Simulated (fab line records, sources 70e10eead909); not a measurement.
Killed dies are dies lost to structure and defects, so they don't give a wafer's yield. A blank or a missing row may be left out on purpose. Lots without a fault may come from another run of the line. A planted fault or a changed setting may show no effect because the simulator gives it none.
A struck lot beside a sound one | flow nand_harc | 28 steps out of a route of 1159
Sound: wafers L867.3, L867.4, L867.6. Struck: wafers L876.1, L876.4, L876.5. The cause comes at the end.
At each step with rows: each side's tool, then ch and its chambers, then its first start. Under that, the readings that differ: sound wafers | struck wafers | difference of the means | sigmas: that difference in standard deviations of wafers without a fault.
alike: readings whose means differ by less than 2 such deviations, and words and numbers that are the same on both sides. not compared: withheld readings, readings that some wafer has no value for, bounds like >300 that may hide the same value, and numbers for which the record gives no deviation and whose values overlap.
The two part at a step that has a row with sigmas, a row that says differs or no value, or rows on one side only. Numbers that don't overlap but have no deviation are shown without sigmas and don't part them. A reading that every wafer of one side lacks parts them only if that side has two wafers or more.

first, 5 steps without rows for these wafers: NHARC_P_GATE_SOFTBAKE_06 (time 95 s); NHARC_P_GATE_EBR_07; NHARC_P_GATE_EXPOSE_08 (exposes mask P HV); NHARC_P_GATE_PEB_09 (peb time 85 s); NHARC_P_GATE_DEVELOP_10 (time 70 s).
NHARC_P_GATE_CD_MEAS_11: target cd 1640 nm.
  sound on cd_sem-01 ch 0, day 6 03:44; struck on cd_sem-03 ch 0, day 8 05:42
  alike: cd_nm
then, 1 step without rows for these wafers: NHARC_P_GATE_HARDBAKE_12 (time 80 s).
NHARC_P_GATE_DESCUM_13: chemistry O2, time 3 s.
  sound on rie_diel-05 ch 0,3, day 6 03:55; struck on rie_diel-13 ch 0,1, day 8 05:52
  reading               | sound             | struck            | difference | sigmas
  oes_product_au (a.u.) | 0.982 0.990 0.992 | 1.014 1.014 1.018 | +0.027     | +3
  alike: drypump_motor_current_A, rf_vpp_V, showerhead_plenum_p_Torr, throttle_valve_pct
  not compared: rf_hours_counter_h
then, 4 steps without rows for these wafers: NHARC_P_GATE_ETCH_14 (etches SiO2 in dHF, target depth 48.8 nm); NHARC_P_GATE_STRIP_15 (strips in SPM, time 780 s); NHARC_P_GATE_PRECLEAN_71 (cleans in SC1); NHARC_P_GATE_SRD_72.
NHARC_P_GATE_OXIDE_16: material SiO2, target thk 3 nm, ox time 392 s.
  sound on furnace-01 ch 0, day 6 07:18; struck on furnace-07 ch 0, day 8 09:10
then, 1 step without rows for these wafers: NHARC_P_GATE_CVD_17 (deposits poly-Si, target thk 150 nm, time 900 s).
NHARC_P_GATE_HM_DEP_102: deposits aC, target thk 120 nm.
  sound on acl_dep-02 ch 0, day 6 19:24; struck on acl_dep-02 ch 0, day 8 20:38
  alike: throttle_valve_pct
NHARC_P_GATE_DEP_103: deposits SiON, target thk 30 nm.
  sound on pecvd-01 ch 0,2, day 6 19:50; struck on pecvd-03 ch 0,1,2, day 8 21:18
  alike: heater_power_w
  not compared: since_wet_clean_h
then, 8 steps without rows for these wafers: NHARC_P_GATE_DEHYDRATE_18 (time 120 s); NHARC_P_GATE_HMDS_19 (time 30 s); NHARC_P_GATE_COAT_20 (resist thk 90 nm); NHARC_P_GATE_SOFTBAKE_21 (time 55 s); NHARC_P_GATE_EBR_22; NHARC_P_GATE_EXPOSE_23 (exposes mask P GATE, target cd 120 nm); NHARC_P_GATE_PEB_24 (peb time 65 s); NHARC_P_GATE_DEVELOP_25 (develop time 35 s).
NHARC_P_GATE_CD_MEAS_26: target cd 120 nm.
  sound on cd_sem-01 ch 0, day 6 20:40; struck on cd_sem-03 ch 0, day 8 21:59
  alike: cd_nm
NHARC_P_GATE_OVL_MEAS_27:
  sound on overlay-01, day 6 20:44; struck on overlay-02, day 8 22:04
  alike: overlay_x_nm, overlay_y_nm
NHARC_P_GATE_INSPECT_28:
  sound on defect_inspect-02, day 6 20:47; struck on defect_inspect-02, day 8 22:16
  reading          | sound | struck         | difference | sigmas
  raw_defect_count | 8 6 4 | 1293 1351 1274 | +1300      | +99 or more
  not compared: hold
NHARC_END_SORT_01:
  the record has rows for the sound wafers here (prober-02 ch 0, day 21 20:22) and none for the struck ones

WHERE THEY PART
First at NHARC_P_GATE_DESCUM_13; last, within this record, at NHARC_END_SORT_01.

WHY: what the simulator had put in
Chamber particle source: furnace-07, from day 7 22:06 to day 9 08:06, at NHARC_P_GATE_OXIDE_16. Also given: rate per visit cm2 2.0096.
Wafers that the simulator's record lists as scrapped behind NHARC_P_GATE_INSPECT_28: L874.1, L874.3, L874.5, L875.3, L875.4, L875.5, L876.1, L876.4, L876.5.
